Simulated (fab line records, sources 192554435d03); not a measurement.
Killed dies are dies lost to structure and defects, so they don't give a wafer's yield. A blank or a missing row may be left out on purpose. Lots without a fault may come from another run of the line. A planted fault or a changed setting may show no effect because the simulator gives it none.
A struck lot beside a sound one | flow n5_finfet | 14 steps out of a route of 1938
Sound: wafers L641.1, L641.2, L641.4. Struck: wafer L645.6. (L645.4, L645.5 of the same lot were not struck and are left out.) The cause comes at the end.
At each step with rows: each side's tool, then ch and its chambers, then its first start. Under that, the readings that differ: sound wafers | struck wafers | difference of the means | sigmas: that difference in standard deviations of wafers without a fault.
alike: readings whose means differ by less than 2 such deviations, and words and numbers that are the same on both sides. not compared: withheld readings, readings that some wafer has no value for, bounds like >300 that may hide the same value, and numbers for which the record gives no deviation and whose values overlap.
The two part at a step that has a row with sigmas, a row that says differs or no value, or rows on one side only. Numbers that don't overlap but have no deviation are shown without sigmas and don't part them. A reading that every wafer of one side lacks parts them only if that side has two wafers or more.

N5_BEOL_M13_OCD_MEAS_35:
  sound on ocd-01, day 13 20:13; struck on ocd-01, day 14 15:11
  alike: trench_depth_nm
N5_BEOL_M13_STRIP_37: strips in N2/H2.
  sound on plasma_asher-01 ch 0,1, day 13 20:15; struck on plasma_asher-02 ch 1, day 14 15:14
  alike: drypump_motor_current_A, heater_power_w, oes_product_au
  not compared: rf_hours_counter_h
N5_BEOL_M13_ETCH_38: etches SiCN in CF4/N2, target depth 67.5 nm, time 71.9 s.
  sound on rie_diel-05 ch 0,1,2, day 13 22:32; struck on rie_diel-03 ch 1, day 14 16:03
  alike: drypump_motor_current_A, oes_product_au, rf_vpp_V, showerhead_plenum_p_Torr, throttle_valve_pct
  not compared: rf_hours_counter_h
then, 2 steps without rows for these wafers: N5_BEOL_M13_PRECLEAN_39 (cleans in residue remover, time 60 s); N5_BEOL_M13_SRD_40 (time 30 s, dry time 30 s).
N5_BEOL_M13_DEGAS_41: time 60 s.
  sound on pvd_sputter-03, day 13 22:56; struck on pvd_sputter-01, day 14 16:26
  alike: heater_power_w
N5_BEOL_M13_PRE_CLEAN_42: time 30 s.
  sound on pvd_sputter-03, day 13 22:58; struck on pvd_sputter-01, day 14 16:29
  alike: heater_power_w
then, 1 step without rows for these wafers: N5_BEOL_M13_SPUTTER_43 (material TaN, target thk 15 nm, time 24.19 s).
N5_BEOL_M13_SPUTTER_44: material Ta, target thk 10 nm, time 16.13 s.
  sound on pvd_sputter-03, day 13 23:05; struck on pvd_sputter-01, day 14 16:36
  alike: throttle_valve_pct
then, 3 steps without rows for these wafers: N5_BEOL_M13_SPUTTER_45 (material Cu, target thk 80 nm, time 13.33 s); N5_BEOL_M13_ECD_47 (material Cu, target thk 936 nm); N5_BEOL_M13_ANNEAL_48 (time 90 s).
N5_BEOL_M13_CMP_49: polishes, stops on SiOC, t overpolish 17.1 s, target thk 420 nm.
  sound on cmp-03 ch 0,2,3, day 13 23:45; struck on cmp-03 ch 1, day 14 17:30
  reading                      | sound                | struck | difference | sigmas
  barrier_field_endpoint_s (s) | 30.4 31.1 30.8       | 25.3   | -5.5       | -8
  head_pressure_psi (psi)      | 1.0030 1.0022 1.0005 | 1.1605 | +0.1586    | +72
  slurry_filter_dp_kPa (kPa)   | 13.19 13.63 13.66    | 13.21  | -0.28      | -2
  alike: motor_current_A, overpolish_run_s
N5_PASSIVATION_PROBE_49:
  the record has rows for the sound wafers here (prober-01, day 15 03:32) and none for the struck ones

WHERE THEY PART
First at N5_BEOL_M13_CMP_49; last, within this record, at N5_PASSIVATION_PROBE_49.

WHY: what the simulator had put in
Process parameter drift: cmp-03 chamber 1, from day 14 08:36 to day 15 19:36, at N5_BEOL_M13_CMP_49. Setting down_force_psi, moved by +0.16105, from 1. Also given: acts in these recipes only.
